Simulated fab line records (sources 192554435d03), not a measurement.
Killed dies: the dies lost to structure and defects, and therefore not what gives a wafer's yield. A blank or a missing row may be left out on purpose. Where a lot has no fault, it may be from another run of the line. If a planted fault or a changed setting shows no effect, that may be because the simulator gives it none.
Split-lot study || flow n5 finfet || 7 lots, 21 wafers read, on a route of 1938 steps

== SPLIT DETAILS ==
At N5_BEOL_M2_EXPOSE_25 (exposes mask V1, defocus 5 nm), the setting dose mj was moved away from the recipe's 63 on 6 of the 21 wafers read, by -5.5% to +5.8%. The other wafers ran this setting at the recipe's value.

== FROM THE SPLIT TO THE READING: what the file shows between them, 2 steps ==
- N5_BEOL_M2_PEB_26: peb time 60 s
- N5_BEOL_M2_DEVELOP_27: develop time 30 s

== THE READING ==
cd nm, in nm, at N5_BEOL_M2_CD_MEAS_28 (target cd 26.2 nm, target cd y 24.1 nm). On this fab line, fault-free wafers typically give 26.20 nm with a standard deviation of 0.25 nm.

{"wafer": "L075.1", "tool, chamber at the split": "euv scanner-01, 0", "dose mj as run": 63, "against the recipe": "recipe", "cd nm, nm": 26.06, "against lot-mates on the recipe": "-"}
{"wafer": "L075.2", "tool, chamber at the split": "euv scanner-01, 0", "dose mj as run": 65.45, "against the recipe": "+3.9%", "cd nm, nm": 27.20, "against lot-mates on the recipe": "+1.08"}
{"wafer": "L075.3", "tool, chamber at the split": "euv scanner-01, 0", "dose mj as run": 63, "against the recipe": "recipe", "cd nm, nm": 26.17, "against lot-mates on the recipe": "-"}
{"wafer": "L074.1", "tool, chamber at the split": "euv scanner-02, 0", "dose mj as run": 60.36, "against the recipe": "-4.2%", "cd nm, nm": 25.74, "against lot-mates on the recipe": -0.67}
{"wafer": "L074.2", "tool, chamber at the split": "euv scanner-02, 0", "dose mj as run": 63, "against the recipe": "recipe", "cd nm, nm": 26.44, "against lot-mates on the recipe": "-"}
{"wafer": "L074.5", "tool, chamber at the split": "euv scanner-02, 0", "dose mj as run": 63, "against the recipe": "recipe", "cd nm, nm": 26.38, "against lot-mates on the recipe": "-"}
{"wafer": "L078.1", "tool, chamber at the split": "euv scanner-01, 0", "dose mj as run": 66.35, "against the recipe": "+5.3%", "cd nm, nm": 27.16, "against lot-mates on the recipe": "+1.10"}
{"wafer": "L078.4", "tool, chamber at the split": "euv scanner-01, 0", "dose mj as run": 63, "against the recipe": "recipe", "cd nm, nm": 26.06, "against lot-mates on the recipe": "-"}
{"wafer": "L078.5", "tool, chamber at the split": "euv scanner-01, 0", "dose mj as run": 66.35, "against the recipe": "+5.3%", "cd nm, nm": 27.10, "against lot-mates on the recipe": "+1.04"}
{"wafer": "L083.3", "tool, chamber at the split": "euv scanner-02, 0", "dose mj as run": 59.51, "against the recipe": "-5.5%", "cd nm, nm": 25.10, "against lot-mates on the recipe": -1.29}
{"wafer": "L083.5", "tool, chamber at the split": "euv scanner-02, 0", "dose mj as run": 63, "against the recipe": "recipe", "cd nm, nm": 26.34, "against lot-mates on the recipe": "-"}
{"wafer": "L083.6", "tool, chamber at the split": "euv scanner-02, 0", "dose mj as run": 63, "against the recipe": "recipe", "cd nm, nm": 26.45, "against lot-mates on the recipe": "-"}
{"wafer": "L094.1", "tool, chamber at the split": "euv scanner-01, 0", "dose mj as run": 63, "against the recipe": "recipe", "cd nm, nm": 26.32, "against lot-mates on the recipe": "-"}
{"wafer": "L094.2", "tool, chamber at the split": "euv scanner-01, 0", "dose mj as run": 63, "against the recipe": "recipe", "cd nm, nm": 26.23, "against lot-mates on the recipe": "-"}
{"wafer": "L094.3", "tool, chamber at the split": "euv scanner-01, 0", "dose mj as run": 63, "against the recipe": "recipe", "cd nm, nm": 25.91, "against lot-mates on the recipe": "-"}
{"wafer": "L096.2", "tool, chamber at the split": "euv scanner-01, 0", "dose mj as run": 63, "against the recipe": "recipe", "cd nm, nm": 26.32, "against lot-mates on the recipe": "-"}
{"wafer": "L096.3", "tool, chamber at the split": "euv scanner-01, 0", "dose mj as run": 66.66, "against the recipe": "+5.8%", "cd nm, nm": 27.09, "against lot-mates on the recipe": "+0.96"}
{"wafer": "L096.4", "tool, chamber at the split": "euv scanner-01, 0", "dose mj as run": 63, "against the recipe": "recipe", "cd nm, nm": 25.93, "against lot-mates on the recipe": "-"}
{"wafer": "L097.3", "tool, chamber at the split": "euv scanner-02, 0", "dose mj as run": 63, "against the recipe": "recipe", "cd nm, nm": 25.75, "against lot-mates on the recipe": "-"}
{"wafer": "L097.4", "tool, chamber at the split": "euv scanner-02, 0", "dose mj as run": 63, "against the recipe": "recipe", "cd nm, nm": 26.24, "against lot-mates on the recipe": "-"}
{"wafer": "L097.5", "tool, chamber at the split": "euv scanner-02, 0", "dose mj as run": 63, "against the recipe": "recipe", "cd nm, nm": 25.64, "against lot-mates on the recipe": "-"}

FIT RESULTS
A straight line over all 21 wafers: cd nm changes by +0.177 nm for each +1% of dose mj; r = +0.90; the points scatter about the line by 0.24 nm.
The same after taking each lot's own level away (the mean of its wafers on the recipe; 21 wafers): +0.203 nm for each +1%; r = +0.96; scatter 0.18 nm.
Per that fit: largest dose mj move, reading shift of 1.2 nm.
Measured against the standard deviation above, the lots' own levels, which go from 25.877 to 26.410 nm, span 2.1 times it.
Thus the slope moves with the lot-to-lot level: the two fits are different.
Check: +1.25 nm against its lot-mates is what the line predicts for one of the wafers moved furthest among these (+5.8%) when that wafer is left out of the fit. It came out at +0.965 nm against them.

== THE OTHER SPLITS THESE WAFERS WENT THROUGH ==
Note: prior to the reading, these wafers also went through further splits. Each is held against what the fit with the lots' levels taken away leaves over:
{"other split on the same wafers": "N5_MOL_CONTACT_COAG_ETCH_47 source w", "wafers away from the commonest value": 8, "r with cd nm (lot level and that fit taken away)": "+0.17"}
{"other split on the same wafers": "N5_BEOL_M0_SAQP_ILD_DEP_01 time s", "wafers away from the commonest value": 8, "r with cd nm (lot level and that fit taken away)": -0.13}
{"other split on the same wafers": "N5_BEOL_M0_SAQP_COAT_08 spin rpm", "wafers away from the commonest value": 4, "r with cd nm (lot level and that fit taken away)": "+0.08"}
{"other split on the same wafers": "N5_BEOL_M0_ETCH_109 bias w", "wafers away from the commonest value": 10, "r with cd nm (lot level and that fit taken away)": -0.27}
{"other split on the same wafers": "N5_BEOL_M1_CMP_52 down force psi", "wafers away from the commonest value": 9, "r with cd nm (lot level and that fit taken away)": "+0.37"}
{"other split on the same wafers": "N5_BEOL_M2_COAT_67 spin rpm", "wafers away from the commonest value": 3, "r with cd nm (lot level and that fit taken away)": "+0.06"}

== FILE'S OWN FIT ==
cd nm changes by +0.203 nm for each +1% of dose mj, r = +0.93.
